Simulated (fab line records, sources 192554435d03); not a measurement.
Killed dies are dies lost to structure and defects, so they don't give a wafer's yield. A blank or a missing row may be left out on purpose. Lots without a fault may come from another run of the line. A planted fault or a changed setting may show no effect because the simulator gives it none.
fab line records | flow n5_finfet
record lots=11 wafers=32 last_day=18
route steps=1938 shown HKMG_FIN@464 GATE_CUT@468 PASSIVATION@1936
lots that met no fault: from a run of the same line without faults
start_h: hours from the record's first day to the start of the lot's first wafer shown | wait_h: hours since the lot's step before | " the same as in the row above | L1.1+2: a row that stands for several wafers | - no value, or no start given | * or withheld: withheld | < > ~ a bound
route shown NAME@n: a module of which the file shows steps, and the number in the route of the first | usual: mean/standard deviation of fault-free wafers | same: alike in all rows | chamber/n: place in a boat | sites: the reading at each site | _std_site: their standard deviation | _edge_site: outer sites' mean less inner sites' | radius_mm: how far each site lies from the wafer's centre | mask NAME#n: copy n | behind: the tool/chamber that last shaped the wafer | hold: why the lot was held/for how many hours/how that ended | device: the transistor (n, p or np) that didn't switch | end of line: the same wafers' tests at the end of the route | a step without rows: its recipe alone | killed: dies lost to structure and defects at the first sort, not the wafer's yield | map: a wafer's dies, x killed, . not, _ none there
set.NAME: the setting as run; set.NAME@STEP: as run at that earlier step | model.NAME: the simulator's own value behind a step, which no gauge read
steps of the route over a sample of lots; a table a step, a row a wafer
services: from which hour (start_h, from the record's first day; less than 0 if before it) a tool's chamber was out of use, for how many hours, and why
## steps
# step N5_HKMG_FIN_INSPECT_28
# recipe inspect_instrument=darkfield mode=post_cmp
# usual raw_defect_count=44/17
# columns lot.wafer tool chamber start_h wait_h raw_defect_count
L866.1 defect_inspect-01 - 84.06 0.0 41
L866.4 " - " " 52
L866.5 " - " " 28
L868.1 defect_inspect-01 - 96.45 0.0 41
L868.4 " - " " 31
L868.5 " - " " 30
L869.2 defect_inspect-02 - 97.43 0.0 36
L869.5 " - " " 42
L869.6 " - " " 59
L870.1 defect_inspect-01 - 104.32 0.0 32
L870.3 " - " " 15
L870.4 " - " " 27
L871.2 defect_inspect-01 - 112.02 0.0 41
L871.5 " - " " 47
L871.6 " - " " 41
L872.2 defect_inspect-02 - 117.49 0.0 76
L872.3 " - " " 58
L872.4 " - " " 156
L873.4 defect_inspect-02 - 122.64 0.0 32
L873.5 " - " " 44
L873.6 " - " " 39
L880.1 defect_inspect-02 - 166.40 0.0 64
L880.6 " - " " 47
L884.3 defect_inspect-02 - 188.05 0.0 44
L884.4 " - " " 49
L884.5 " - " " 40
L886.1 defect_inspect-01 - 201.01 0.0 61
L886.2 " - " " 41
L886.5 " - " " 49
L887.2 defect_inspect-01 - 204.94 0.0 57
L887.3 " - " " 43
L887.6 " - " " 52
# step N5_GATE_CUT_VAPOR_ETCH_60
# recipe chemistry=BCl3/Cl2 target=HfO2 mode=isotropic
# usual drypump_motor_current_A=5.87/0.24 oes_product_au=0.84/0.096
# columns lot.wafer tool chamber start_h wait_h drypump_motor_current_A oes_product_au
L866.1 rie_metal-02 1 84.33 0.0 5.52 0.87
L866.4 " 0 " " 5.98 0.95
L866.5 " 1 " " 5.51 0.89
L868.1 rie_metal-01 1 96.72 0.0 5.85 0.66
L868.4 " 1 " " 5.88 0.66
L868.5 " 1 " " 5.86 0.66
L869.2 rie_metal-02 0 97.70 0.0 5.98 0.95
L869.5 " 1 " " 5.51 0.89
L869.6 " 0 " " 5.97 0.95
L870.1 rie_metal-02 0 104.59 0.0 6.00 0.93
L870.3 " 1 " " 5.48 0.87
L870.4 " 0 " " 5.99 0.94
L871.2 rie_metal-02 1 112.29 0.0 5.50 0.87
L871.5 " 1 " " 5.50 0.87
L871.6 " 0 " " 5.98 0.93
L872.2 rie_metal-02 1 117.77 0.0 5.53 0.88
L872.3 " 0 " " 6.00 0.93
L872.4 " 1 " " 5.51 0.87
L873.4 rie_metal-03 1 122.93 0.0 5.79 0.92
L873.5 " 0 " " 6.05 0.89
L873.6 " 1 " " 5.81 0.91
L880.1 rie_metal-03 1 166.92 0.1 5.80 0.88
L880.6 " 1 " " 5.81 0.88
L884.3 rie_metal-02 1 188.33 0.0 5.52 0.84
L884.4 " 0 " " 6.02 0.88
L884.5 " 0 " " 6.00 0.88
L886.1 rie_metal-02 0 201.29 0.0 5.99 0.89
L886.2 " 1 " " 5.53 0.84
L886.5 " 1 " " 5.50 0.84
L887.2 rie_metal-01 1 205.22 0.0 5.87 0.65
L887.3 " 1 " " 5.87 0.65
L887.6 " 1 " " 5.83 0.64
# step N5_GATE_CUT_STRIP_59
# recipe chemistry=N2/H2 time_s=20 power_w=100 temp_c=40 pressure_mtorr=100 rf_frequency_hz=6e+07 bias_power_w=3 n2_flow_sccm=300 h2_flow_sccm=300
# usual drypump_motor_current_A=5.5/0.36 h2_flow_sccm=300.1/0.83 n2_flow_sccm=300.0/0.82 oes_product_au=0.77/0.086 rf_vpp_V=45.3/0.79 showerhead_plenum_p_Torr=3.35/0.091 throttle_valve_pct=12.28/0.28
# columns lot.wafer tool chamber start_h wait_h drypump_motor_current_A h2_flow_sccm n2_flow_sccm oes_product_au rf_hours_counter_h rf_vpp_V showerhead_plenum_p_Torr throttle_valve_pct
L866.1 rie_diel-04 0 84.49 0.1 5.1 299.4 299.9 0.67 244 46.2 3.33 12.73
L866.4 " 3 " " 5.6 300.0 300.3 0.95 20 45.7 3.31 11.69
L866.5 " 0 " " 5.1 300.6 300.4 0.67 - 45.8 3.33 12.73
L868.1 rie_diel-04 0 96.88 0.1 5.1 298.9 300.7 0.67 244 45.6 3.33 12.72
L868.4 " 1 " " 5.1 299.0 299.9 0.77 121 46.5 3.39 11.96
L868.5 " 1 " " 5.2 300.3 300.9 0.77 - 45.6 3.39 11.96
L869.2 rie_diel-04 3 97.86 0.1 5.6 300.1 298.7 0.94 21 44.8 3.31 11.70
L869.5 " 0 " " 5.2 300.2 299.9 0.67 - 44.2 3.33 12.72
L869.6 " 3 " " 5.6 300.1 298.8 0.93 - 44.4 3.31 11.68
L870.1 rie_diel-06 2 104.78 0.1 5.4 299.0 301.3 0.69 228 46.4 3.21 12.55
L870.3 " 1 " " 4.9 299.2 300.7 0.79 124 46.9 3.52 12.25
L870.4 " 1 " " 4.9 300.3 301.0 0.79 - 46.7 3.52 12.25
L871.2 rie_diel-06 0 112.66 0.1 5.3 300.4 299.6 0.77 137 45.3 3.38 12.42
L871.5 " 2 " " 5.4 299.1 299.3 0.70 - 44.6 3.21 12.56
L871.6 " 1 " " 4.9 300.3 300.1 0.79 - 45.4 3.52 12.25
L872.2 rie_diel-04 0 117.96 0.1 5.2 300.9 301.1 0.66 251 45.4 3.32 12.75
L872.3 " 2 " " 5.9 300.4 300.2 0.69 225 43.8 3.21 12.68
L872.4 " 3 " " 5.7 301.1 298.1 0.92 - 46.7 3.31 11.72
L873.4 rie_diel-02 0 123.07 0.1 5.4 301.0 301.0 0.80 92 45.5 3.27 12.17
L873.5 " 1 " " 5.9 300.7 299.6 0.72 - 45.8 3.48 12.33
L873.6 " 2 " " 6.0 299.2 300.8 0.75 - 44.8 3.38 12.28
L880.1 rie_diel-04 3 167.24 0.1 5.6 300.2 298.5 0.88 51 45.2 3.29 11.77
L880.6 " 3 " " 5.6 299.8 299.5 0.89 - 46.5 3.29 11.77
L884.3 rie_diel-06 2 188.47 0.1 5.4 299.1 299.8 0.68 250 45.7 3.20 12.63
L884.4 " 3 " " 5.9 300.3 298.8 0.94 - 44.6 3.32 12.07
L884.5 " 1 " " 4.9 299.2 299.3 0.77 - 46.0 3.51 12.33
L886.1 rie_diel-02 2 201.44 0.1 6.0 300.8 301.6 0.72 169 44.8 3.37 12.34
L886.2 " 3 " " 5.3 300.6 301.7 0.70 213 44.8 3.34 12.22
L886.5 " 1 " " 5.9 299.3 300.0 0.70 - 45.5 3.47 12.38
L887.2 rie_diel-02 0 205.37 0.1 5.4 300.8 300.3 0.78 110 44.7 3.26 12.21
L887.3 " 1 " " 5.8 300.6 298.5 0.71 240 46.4 3.47 12.38
L887.6 " 0 " " 5.5 301.5 300.3 0.79 - 45.2 3.26 12.20
# step N5_GATE_CUT_PECVD_57
# recipe material=SiNx target_thk_a=210 temp_c=400 precursor=SiH4/NH3/N2 pressure_torr=1.5 rf_w=300
# usual heater_power_w=751/85 showerhead_plenum_p_Torr=5.13/0.03 throttle_valve_pct=40.0/1.4
# columns lot.wafer tool chamber start_h wait_h heater_power_w showerhead_plenum_p_Torr throttle_valve_pct
L866.1 pecvd-02 0 88.30 1.1 816 5.16 42.2
L866.4 " 0 " " 834 5.18 42.0
L866.5 " 1 " " 657 5.13 41.5
L868.1 pecvd-03 1 99.29 1.1 696 5.11 41.3
L868.4 " 0 " " 864 5.18 38.6
L868.5 " 2 " " 794 5.18 39.7
L869.2 pecvd-04 1 100.69 1.1 683 5.11 40.2
L869.5 " 1 " " 694 5.11 40.1
L869.6 " 2 " " 675 5.13 38.4
L870.1 pecvd-03 0 107.19 1.1 873 5.17 38.5
L870.3 " 2 " " 795 5.17 40.0
L870.4 " 0 " " 897 5.16 38.9
L871.2 pecvd-02 1 115.07 1.1 758 5.12 41.4
L871.5 " 2 " " 681 5.07 37.4
L871.6 " 0 " " 894 5.18 41.8
L872.2 pecvd-02 0 120.67 1.1 826 5.17 42.1
L872.3 " 1 " " 753 5.13 41.5
L872.4 " 1 " " 754 5.13 41.1
L873.4 pecvd-02 2 125.50 1.1 755 5.07 37.3
L873.5 " 1 " " 730 5.12 41.5
L873.6 " 0 " " 908 5.17 42.3
L880.1 pecvd-04 2 169.66 1.1 665 5.14 38.8
L880.6 " 1 " " 705 5.11 40.1
L884.3 pecvd-02 0 190.88 1.1 898 5.18 42.3
L884.4 " 1 " " 771 5.12 41.4
L884.5 " 2 " " 691 5.08 37.4
L886.1 pecvd-03 2 203.86 1.1 820 5.18 40.1
L886.2 " 0 " " 906 5.17 39.0
L886.5 " 0 " " 863 5.17 38.9
L887.2 pecvd-03 2 207.78 1.1 805 5.18 40.2
L887.3 " 1 " " 650 5.11 41.2
L887.6 " 2 " " 803 5.17 40.0
# step N5_GATE_CUT_CMP_02
# recipe stop_on=SiO2 t_overpolish_s=12.7 post_cmp_clean=alkaline_brush down_force_psi=2.5 platen_rpm=51.8 pad_velocity_m_s=1.0307 target_thk_nm=0
# usual motor_current_A=8.8/1.1 retaining_ring_pressure_frac=1.000/0.006 time_to_endpoint_s=23.8/2.2
# columns lot.wafer tool chamber start_h wait_h motor_current_A retaining_ring_pressure_frac time_to_endpoint_s
L866.4 cmp-03 3 88.41 0.1 7.9 0.997 24.9
L866.1 " 1 " " 8.0 1.000 25.5
L866.5 " 2 " " 8.5 0.997 24.4
L868.1 cmp-04 3 99.44 0.1 8.8 1.004 27.2
L868.4 " 0 " " 8.3 1.000 25.1
L868.5 " 2 " " 8.1 1.005 24.9
L869.2 cmp-03 1 100.76 0.1 7.5 1.010 23.0
L869.6 " 1 " " 7.5 0.997 22.9
L869.5 " 2 " " 8.7 0.991 23.5
L870.1 cmp-04 1 107.27 0.1 12.0 0.997 17.7
L870.3 " 2 " " 7.9 0.995 20.2
L870.4 " 3 " " 8.9 0.998 21.8
L871.2 cmp-01 3 115.18 0.1 9.2 0.983 25.2
L871.5 " 2 " " 7.9 1.001 29.8
L871.6 " 3 " " 9.1 0.986 26.1
L872.2 cmp-01 2 120.75 0.1 7.7 1.001 29.6
L872.3 " 0 " " 8.6 1.000 26.8
L872.4 " 1 " " 9.1 0.997 26.2
L873.4 cmp-04 3 125.63 0.1 8.7 1.003 25.1
L873.5 " 1 " " 11.0 1.007 24.5
L873.6 " 2 " " 8.2 1.010 23.9
L880.1 cmp-03 1 169.77 0.1 7.8 1.001 30.7
L880.6 " 1 " " 7.6 0.996 22.7
L884.3 cmp-01 3 190.99 0.1 9.6 1.007 24.7
L884.4 " 1 " " 8.6 1.001 25.3
L884.5 " 3 " " 9.5 1.007 25.4
L886.1 cmp-01 3 203.94 0.1 9.5 0.994 24.8
L886.2 " 2 " " 7.8 1.006 26.8
L886.5 " 3 " " 9.5 0.993 25.9
L887.3 cmp-03 3 207.86 0.1 8.0 0.997 23.7
L887.2 " 0 " " 8.1 1.008 23.1
L887.6 " 3 " " 8.1 1.009 24.1
# step N5_PASSIVATION_PROBE_49
# usual killed_at_M0_to_M3=34/9.9 killed_at_M4_up=14/5.7 killed_at_contacts=13/6.3 killed_at_front_end=39/9.9 killed_at_other=3.7/2.8 killed_dies=104/15 killed_open=68/12 killed_short=34/6.7
# same gross_dies=1180 killed_at_back_side=0
# columns lot.wafer tool chamber start_h wait_h killed_at_M0_to_M3 killed_at_M4_up killed_at_contacts killed_at_front_end killed_at_other killed_dies killed_open killed_short
L866.1 prober-01 - 280.28 0.0 25 20 10 31 5 91 49 38
L866.4 prober-01 - 280.43 0.2 19 11 8 41 1 80 42 33
L866.5 prober-01 - 280.48 0.2 15 14 9 40 5 83 47 33
L869.2 prober-02 - 303.35 0.1 38 10 16 43 5 112 73 37
L869.5 prober-02 - 303.50 0.2 36 10 20 63 3 132 87 44
L869.6 prober-02 - 303.55 0.3 49 12 23 48 8 140 90 46
L868.1 prober-02 - 303.60 0.1 38 12 15 54 4 123 90 30
L868.4 prober-02 - 303.75 0.2 25 12 11 40 15 103 56 46
L868.5 prober-02 - 303.80 0.3 28 11 7 48 8 102 73 29
L871.2 prober-01 - 307.96 0.1 28 13 16 52 4 113 79 32
L871.5 prober-01 - 308.11 0.2 36 10 14 47 3 110 73 28
L871.6 prober-01 - 308.16 0.3 33 7 26 46 7 119 81 34
L872.2 prober-01 - 318.28 0.1 37 16 15 24 2 94 66 28
L872.3 prober-01 - 318.33 0.1 31 29 8 28 4 100 72 26
L872.4 prober-01 - 318.38 0.2 37 15 8 34 0 94 68 25
L873.4 prober-01 - 330.27 0.2 40 18 13 34 8 113 79 32
L873.5 prober-01 - 330.32 0.2 41 16 9 40 2 108 64 40
L873.6 prober-01 - 330.37 0.3 34 12 12 32 2 92 69 22
L870.1 prober-02 - 356.56 0.0 37 8 16 40 3 104 72 32
L870.3 prober-02 - 356.66 0.1 38 8 17 44 3 110 64 45
L870.4 prober-02 - 356.71 0.2 62 9 30 45 6 152 104 44
L880.1 prober-01 - 410.58 0.0 29 11 28 40 2 110 80 30
L880.6 prober-01 - 410.83 0.3 50 8 13 28 1 100 63 36
L886.1 prober-01 - 418.89 0.0 27 17 18 31 0 93 70 21
L886.2 prober-01 - 418.94 0.1 25 22 26 32 8 113 87 25
L886.5 prober-01 - 419.09 0.2 25 14 13 26 3 81 59 20
L884.3 prober-01 - 422.77 0.1 30 9 9 34 1 83 55 26
L884.4 prober-01 - 422.82 0.2 38 18 11 42 4 113 64 48
L884.5 prober-01 - 422.87 0.2 38 18 15 31 5 107 67 36
L887.2 prober-01 - 423.02 0.1 31 19 12 34 3 99 63 32
L887.3 prober-01 - 423.07 0.2 19 11 7 35 8 80 40 38
L887.6 prober-01 - 423.22 0.3 16 23 12 26 2 79 47 29
# killed by level:class
L866.1 BEOL_M3:geometric_particle:open=9 MOL_CONTACT_COAG:geometric_particle:open=8 BEOL_M4:geometric_particle:short=8 BEOL_M0_SAQP:geometric_particle:short=6 DUMMY_GATE:geometric_particle:open=5 BEOL_M0_SAQP:geometric_particle:open=5 FIN_SAQP:geometric_particle:short=4 FIN_SAQP:geometric_particle:open=4
L866.4 FIN_SAQP:geometric_particle:short=9 FIN_SAQP:geometric_particle:open=8 MOL_CONTACT_COAG:geometric_particle:open=6 STI_FIN_REVEAL:geometric_particle:open=5 BEOL_M0_SAQP:geometric_particle:short=4 BEOL_M7:geometric_particle:open=4 STARTING-WAFER:geometric_particle:open=4 GATE_CUT:geometric_particle:short=3
L866.5 FIN_SAQP:geometric_particle:short=9 MOL_CONTACT_COAG:geometric_particle:open=7 GATE_CUT:geometric_particle:open=6 BEOL_M5:geometric_particle:open=6 BEOL_M0_SAQP:geometric_particle:short=5 FIN_SAQP:geometric_particle:open=4 GATE_CUT:geometric_particle:short=4 BEOL_M3:geometric_particle:open=4
L869.2 BEOL_M0_SAQP:geometric_particle:open=14 FIN_SAQP:geometric_particle:open=12 MOL_CONTACT_COAG:geometric_particle:open=11 BEOL_M0_SAQP:geometric_particle:short=10 BEOL_M1:geometric_particle:open=7 FIN_SAQP:geometric_particle:short=6 STI_FIN_REVEAL:geometric_particle:open=5 MOL_CONTACT_COAG:geometric_particle:short=5
L869.5 FIN_SAQP:geometric_particle:open=30 FIN_SAQP:geometric_particle:short=16 MOL_CONTACT_COAG:geometric_particle:open=16 BEOL_M0_SAQP:geometric_particle:open=15 BEOL_M0_SAQP:geometric_particle:short=11 BEOL_M1:geometric_particle:open=5 DUMMY_GATE:geometric_particle:open=4 MOL_CONTACT_COAG:geometric_particle:short=4
L869.6 BEOL_M0_SAQP:geometric_particle:open=22 MOL_CONTACT_COAG:geometric_particle:open=20 BEOL_M0_SAQP:geometric_particle:short=13 FIN_SAQP:geometric_particle:open=11 FIN_SAQP:geometric_particle:short=5 STARTING-WAFER:geometric_particle:open=5 BEOL_M1:geometric_particle:open=5 DUMMY_GATE:geometric_particle:open=4
L868.1 STI_FIN_REVEAL:geometric_particle:open=21 MOL_CONTACT_COAG:geometric_particle:open=13 BEOL_M2:geometric_particle:open=9 BEOL_M3:geometric_particle:open=9 BEOL_M1:geometric_particle:open=8 FIN_SAQP:geometric_particle:open=7 FIN_SAQP:geometric_particle:short=6 GATE_CUT:geometric_particle:short=6
L868.4 STI_FIN_REVEAL:geometric_particle:open=8 BEOL_M2:geometric_particle:open=7 GATE_CUT:geometric_particle:short=6 GATE_CUT:geometric_particle:open=6 MOL_CONTACT_COAG:geometric_particle:open=6 BEOL_M2:geometric_particle:short=6 STARTING-WAFER:geometric_particle:short=6 MOL_CONTACT_COAG:geometric_particle:short=5
L868.5 STI_FIN_REVEAL:geometric_particle:open=17 BEOL_M2:geometric_particle:open=12 MOL_CONTACT_COAG:geometric_particle:open=6 DUMMY_GATE:geometric_particle:open=6 GATE_CUT:geometric_particle:short=6 BEOL_M4:geometric_particle:open=6 FIN_SAQP:geometric_particle:open=5 STARTING-WAFER:geometric_particle:open=5
L871.2 STI_FIN_REVEAL:geometric_particle:open=16 MOL_CONTACT_COAG:geometric_particle:open=12 BEOL_M2:geometric_particle:open=12 BEOL_M4:geometric_particle:open=7 FIN_SAQP:geometric_particle:open=6 DUMMY_GATE:geometric_particle:open=6 STI_FIN_REVEAL:geometric_particle:short=6 ILD0:geometric_particle:open=4
L871.5 MOL_CONTACT_COAG:geometric_particle:open=13 STI_FIN_REVEAL:geometric_particle:open=12 BEOL_M0_SAQP:geometric_particle:short=10 BEOL_M0_SAQP:geometric_particle:open=8 FIN_SAQP:geometric_particle:open=7 BEOL_M3:geometric_particle:open=7 BEOL_M2:geometric_particle:open=6 STARTING-WAFER:geometric_particle:open=5
L871.6 MOL_CONTACT_COAG:geometric_particle:open=20 STI_FIN_REVEAL:geometric_particle:open=17 FIN_SAQP:geometric_particle:open=7 MOL_CONTACT_COAG:geometric_particle:short=6 BEOL_M0_SAQP:geometric_particle:short=5 BEOL_M0_SAQP:geometric_particle:open=5 BEOL_M1:geometric_particle:open=5 BEOL_M3:geometric_particle:open=5
L872.2 MOL_CONTACT_COAG:geometric_particle:open=12 BEOL_M0_SAQP:geometric_particle:short=9 BEOL_M3:geometric_particle:open=8 BEOL_M2:geometric_particle:open=8 BEOL_M4:geometric_particle:open=8 BEOL_M0_SAQP:geometric_particle:open=7 FIN_SAQP:geometric_particle:open=5 STI_FIN_REVEAL:geometric_particle:open=5
L872.3 BEOL_M4:geometric_particle:open=15 BEOL_M2:geometric_particle:open=13 FIN_SAQP:geometric_particle:open=9 BEOL_M4:geometric_particle:short=6 MOL_CONTACT_COAG:geometric_particle:open=6 BEOL_M3:geometric_particle:open=6 BEOL_M8:geometric_particle:open=5 STARTING-WAFER:geometric_particle:open=4
L872.4 BEOL_M2:geometric_particle:open=18 FIN_SAQP:geometric_particle:open=10 FIN_SAQP:geometric_particle:short=9 MOL_CONTACT_COAG:geometric_particle:open=7 BEOL_M3:geometric_particle:open=5 BEOL_M0_SAQP:geometric_particle:short=4 BEOL_M1:geometric_particle:open=4 BEOL_M5:geometric_particle:open=4
L873.4 BEOL_M0_SAQP:geometric_particle:open=15 MOL_CONTACT_COAG:geometric_particle:open=12 BEOL_M0_SAQP:geometric_particle:short=11 FIN_SAQP:geometric_particle:short=8 FIN_SAQP:geometric_particle:open=7 BEOL_M4:geometric_particle:open=7 DUMMY_GATE:geometric_particle:open=5 STI_FIN_REVEAL:geometric_particle:open=4
L873.5 BEOL_M0_SAQP:geometric_particle:open=14 BEOL_M0_SAQP:geometric_particle:short=12 BEOL_M4:geometric_particle:open=9 FIN_SAQP:geometric_particle:open=7 FIN_SAQP:geometric_particle:short=7 MOL_CONTACT_COAG:geometric_particle:open=7 STARTING-WAFER:geometric_particle:short=5 BEOL_M1:geometric_particle:open=4
L873.6 BEOL_M0_SAQP:geometric_particle:open=14 MOL_CONTACT_COAG:geometric_particle:open=8 FIN_SAQP:geometric_particle:open=7 BEOL_M0_SAQP:geometric_particle:short=6 FIN_SAQP:geometric_particle:short=5 BEOL_M3:geometric_particle:open=5 BEOL_M5:geometric_particle:open=4 DUMMY_GATE:geometric_particle:open=4
L870.1 MOL_CONTACT_COAG:geometric_particle:open=15 FIN_SAQP:geometric_particle:open=10 BEOL_M0_SAQP:geometric_particle:open=10 FIN_SAQP:geometric_particle:short=8 BEOL_M0_SAQP:geometric_particle:short=8 BEOL_M1:geometric_particle:open=8 BEOL_M2:geometric_particle:open=5 STI_FIN_REVEAL:geometric_particle:open=4
L870.3 MOL_CONTACT_COAG:geometric_particle:open=14 BEOL_M0_SAQP:geometric_particle:short=13 STI_FIN_REVEAL:geometric_particle:open=11 GATE_CUT:geometric_particle:short=8 FIN_SAQP:geometric_particle:open=7 BEOL_M0_SAQP:geometric_particle:open=7 BEOL_M1:geometric_particle:open=5 FIN_SAQP:geometric_particle:short=4
L870.4 MOL_CONTACT_COAG:geometric_particle:open=25 BEOL_M3:geometric_particle:open=15 STI_FIN_REVEAL:geometric_particle:open=14 BEOL_M0_SAQP:geometric_particle:open=14 BEOL_M0_SAQP:geometric_particle:short=13 BEOL_M2:geometric_particle:open=10 STARTING-WAFER:geometric_particle:open=6 DUMMY_GATE:geometric_particle:open=5
L880.1 MOL_CONTACT_COAG:geometric_particle:open=26 STI_FIN_REVEAL:geometric_particle:open=13 BEOL_M1:geometric_particle:open=9 BEOL_M0_SAQP:geometric_particle:short=7 DUMMY_GATE:geometric_particle:open=5 GATE_CUT:geometric_particle:short=5 STI_FIN_REVEAL:geometric_particle:short=4 BEOL_M0_SAQP:geometric_particle:open=4
L880.6 BEOL_M0_SAQP:geometric_particle:short=17 MOL_CONTACT_COAG:geometric_particle:open=13 BEOL_M2:geometric_particle:open=9 BEOL_M3:geometric_particle:open=8 BEOL_M0_SAQP:geometric_particle:open=7 BEOL_M4:geometric_particle:open=6 FIN_SAQP:geometric_particle:open=5 FIN_SAQP:geometric_particle:short=5
L886.1 MOL_CONTACT_COAG:geometric_particle:open=18 BEOL_M4:geometric_particle:open=8 BEOL_M0_SAQP:geometric_particle:open=7 BEOL_M2:geometric_particle:open=6 FIN_SAQP:geometric_particle:short=5 GATE_CUT:geometric_particle:open=5 BEOL_M0_SAQP:geometric_particle:short=5 STI_FIN_REVEAL:geometric_particle:open=4
L886.2 MOL_CONTACT_COAG:geometric_particle:open=24 BEOL_M4:geometric_particle:open=14 FIN_SAQP:geometric_particle:open=7 DUMMY_GATE:geometric_particle:open=5 GATE_CUT:geometric_particle:open=5 BEOL_M0_SAQP:geometric_particle:open=5 BEOL_M2:geometric_particle:open=5 PASS1_DEP:geometric_particle:short=4
L886.5 STI_FIN_REVEAL:geometric_particle:open=10 MOL_CONTACT_COAG:geometric_particle:open=8 BEOL_M3:geometric_particle:open=7 BEOL_M4:geometric_particle:open=7 MOL_CONTACT_COAG:geometric_particle:short=5 FIN_SAQP:geometric_particle:open=4 BEOL_M0_SAQP:geometric_particle:open=4 BEOL_M1:geometric_particle:open=4
L884.3 BEOL_M3:geometric_particle:open=10 STI_FIN_REVEAL:geometric_particle:open=9 MOL_CONTACT_COAG:geometric_particle:open=8 BEOL_M0_SAQP:geometric_particle:short=8 GATE_CUT:geometric_particle:short=7 DUMMY_GATE:geometric_particle:open=5 FIN_SAQP:geometric_particle:short=4 BEOL_M2:geometric_particle:open=4
L884.4 BEOL_M2:geometric_particle:open=10 FIN_SAQP:geometric_particle:short=9 GATE_CUT:geometric_particle:short=9 BEOL_M4:geometric_particle:open=9 MOL_CONTACT_COAG:geometric_particle:open=8 BEOL_M0_SAQP:geometric_particle:short=7 BEOL_M0_SAQP:geometric_particle:open=6 DUMMY_GATE:geometric_particle:open=4
L884.5 STI_FIN_REVEAL:geometric_particle:open=11 BEOL_M0_SAQP:geometric_particle:open=11 MOL_CONTACT_COAG:geometric_particle:open=11 BEOL_M0_SAQP:geometric_particle:short=9 BEOL_M1:geometric_particle:open=6 BEOL_M2:geometric_particle:open=5 BEOL_M4:geometric_particle:open=4 GATE_CUT:geometric_particle:short=4
L887.2 FIN_SAQP:geometric_particle:open=11 MOL_CONTACT_COAG:geometric_particle:open=11 BEOL_M0_SAQP:geometric_particle:short=10 BEOL_M4:geometric_particle:open=9 BEOL_M1:geometric_particle:open=7 BEOL_M0_SAQP:geometric_particle:open=5 STI_FIN_REVEAL:geometric_particle:open=4 ILD0:geometric_particle:short=4
L887.3 BEOL_M3:geometric_particle:open=11 FIN_SAQP:geometric_particle:short=8 STI_FIN_REVEAL:geometric_particle:open=8 GATE_CUT:geometric_particle:short=6 ILD0:geometric_particle:short=5 MOL_CONTACT_COAG:geometric_particle:open=5 STI_FIN_REVEAL:geometric_particle:short=4 BEOL_M4:geometric_particle:open=3
L887.6 MOL_CONTACT_COAG:geometric_particle:open=9 BEOL_M4:geometric_particle:open=7 FIN_SAQP:geometric_particle:short=6 STI_FIN_REVEAL:geometric_particle:open=4 BEOL_M0_SAQP:geometric_particle:open=4 BEOL_M4:geometric_particle:short=4 BEOL_M5:geometric_particle:open=4 FIN_SAQP:geometric_particle:open=3
## services
# columns tool chamber start_h hours kind
cmp-04 - 61.58 1.4 repair
cmp-03 - 62.10 3.6 pm
cmp-01 - 64.62 4.0 pm
cmp-04 - 68.64 0.8 repair
cmp-04 - 77.49 3.8 repair
rie_diel-04 - 77.71 4.0 pm
cmp-03 - 80.07 1.2 repair
rie_diel-04 - 85.65 11.0 repair
rie_metal-01 0 103.44 5.2 repair
rie_diel-04 1 109.40 44.5 repair
rie_diel-04 2 110.11 3.2 repair
cmp-03 - 110.88 4.0 pm
rie_diel-04 0 133.33 1.2 repair
rie_metal-03 0 140.63 1.0 repair
rie_diel-02 0 140.91 14.8 repair
rie_diel-02 - 146.49 4.3 repair
pecvd-02 1 146.80 5.9 repair
rie_diel-06 - 154.09 14.6 pm
cmp-01 - 161.30 4.5 pm
rie_metal-01 - 177.88 1.4 pm
rie_diel-02 0 191.13 3.1 repair
rie_diel-02 2 193.27 4.3 repair
rie_diel-06 1 198.84 10.4 repair
cmp-03 - 202.42 2.5 repair
## key
first_sign step=N5_GATE_CUT_CMP_02 reading=time_to_endpoint_s direction=up sigmas=3.1 usual=* struck=*
effect none on later readings
met_at N5_GATE_CUT_PECVD_57
struck_lots L880
struck_wafers L880.1
tester_left_out L880
not_acting_at N5_HKMG_FIN_INSPECT_28,N5_GATE_CUT_VAPOR_ETCH_60,N5_GATE_CUT_STRIP_59
onset_between 100.69 169.66
fault kind=process_parameter_drift tool=pecvd-04 chamber=- onset_h=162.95 steps=N5_GATE_CUT_PECVD_57 channel=target_thk_a offset=* shape=step end_h=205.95 scope=struck_wafers_only acts_in=* stated=*
# tester_left_out: of these lots the tester's yield and bins aren't shown, on N5 and GAA mostly nor the transistor test; their killed dies are dies lost to structure and defects alone, not to doping, threshold or leakage, so they don't give the yield
